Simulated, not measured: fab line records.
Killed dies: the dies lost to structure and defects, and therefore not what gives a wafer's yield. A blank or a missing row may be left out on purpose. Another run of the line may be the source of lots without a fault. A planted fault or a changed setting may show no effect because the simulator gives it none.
Problem report, 8D (eight disciplines) form, completed by code | flow nand harc | the parts of the form that need people (team, actions taken, sign-off) are left out

== 1. THE ISSUE ==
At NHARC_END_SORT_01, sort_bin_2_pct averages 93.3 % over 6 wafers from 2 lots, while fault-free wafers read 2.9 %, standard deviation 1.3. Relative to the usual mean, that is a shift of +70 standard deviations.
The first sign was on wafer L182.1 at day 30 12:57, on prober-02. Wafers with a number at this step in the record: 21, from 7 lots. By rule, "out" or "out of limits" means more than 4 standard deviations away from the usual mean. Any other wafer with a number is counted as sound.

== 2. WHAT IT IS, AND WHAT IT ISN'T ==
question                    | is                                                                                                                  | is not
which readings at this step | sort_bin_2_pct, defect limited yield, killed at array, killed dies, sort n pass, sort rim yield pct, sort yield pct | killed at other, killed open, sort_bin_3_pct, sort_bin_4_pct
which lots                  | L182, L184                                                                                                          | L171, L172, L181, L187, L189
which wafers of those lots  | all that have a number                                                                                              | -
read on which gauges        | prober-01, prober-02                                                                                                | -
when                        | from day 30 12:57                                                                                                   | up to then (6 sound wafers); but 9 sound wafers of L181, L187, L189 came after

== 3. THE SUSPECTS, EACH WITH WHAT RULES IT OUT ==
Counting: any tool at a process step up to the reading is kept as a suspect provided that every lot that is out went through it and no sound lot did after the first of them.
- the gauge at NHARC_END_SORT_01 has been ruled out. 2 gauges (prober-01, prober-02) read the wafers that are out.
- pvd sputter-02 at NHARC_A_BONDPAD_PVD_27 (deposits Cu, target thk 30 nm, time 20.49 s): kept. All lots that are out passed through it, beginning with L182 at day 29 07:10, and no sound lot followed; its final sound lot before that point was L171 at day 24 04:41.
The count leaves pvd sputter-02 at NHARC_A_BONDPAD_PVD_27.

== 4. THE CAUSE (what the simulator had put in) ==
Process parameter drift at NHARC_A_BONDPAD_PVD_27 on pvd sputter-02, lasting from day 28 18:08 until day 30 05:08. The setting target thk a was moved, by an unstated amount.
After counting, this tool was the only one left.

== 5. SEQUENCE OF EFFECTS, ordered by route ==
Rows list readings where the struck wafers' mean (over those with a number) sits beyond 3 standard deviations from the usual. Scope: only readings with a usual standard deviation given in the record; hours: median across lots of the time from each lot's start at the first step in this table that gives one to its start at this step; sigmas: change in usual standard deviations.
hours | step              | reading              | usual  | on struck wafers | change | sigmas
0     | NHARC_END_SORT_01 | defect limited yield | 91.8 % | 0.0              | -91.8  | -33
0     | NHARC_END_SORT_01 | killed at array      | 51     | 668              | +617   | +34
0     | NHARC_END_SORT_01 | killed dies          | 55     | 677              | +622   | +33
0     | NHARC_END_SORT_01 | sort_bin_2_pct       | 2.9 %  | 93.3             | +90.4  | +70
0     | NHARC_END_SORT_01 | sort n pass          | 622    | 0                | -622   | -33
0     | NHARC_END_SORT_01 | sort rim yield pct   | 94 %   | 0                | -94    | -29
0     | NHARC_END_SORT_01 | sort yield pct       | 91.8 % | 0.0              | -91.8  | -33

== 6. WHAT WOULD HAVE CAUGHT IT SOONER ==
The first out-of-limits reading at a measuring or inspecting step in this record came at day 30 12:57, 43 hours after the fault's start at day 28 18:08.
No tool reading at NHARC_A_BONDPAD_PVD_27 that has a usual standard deviation in the record was out on any struck wafer, so an alarm limit of 4 standard deviations on those readings would not have fired.
Each of the lots that are out, 2 in all, had begun NHARC_A_BONDPAD_PVD_27 on pvd sputter-02 no later than day 30 12:57. Tool hold at that time: it would have spared none of them.
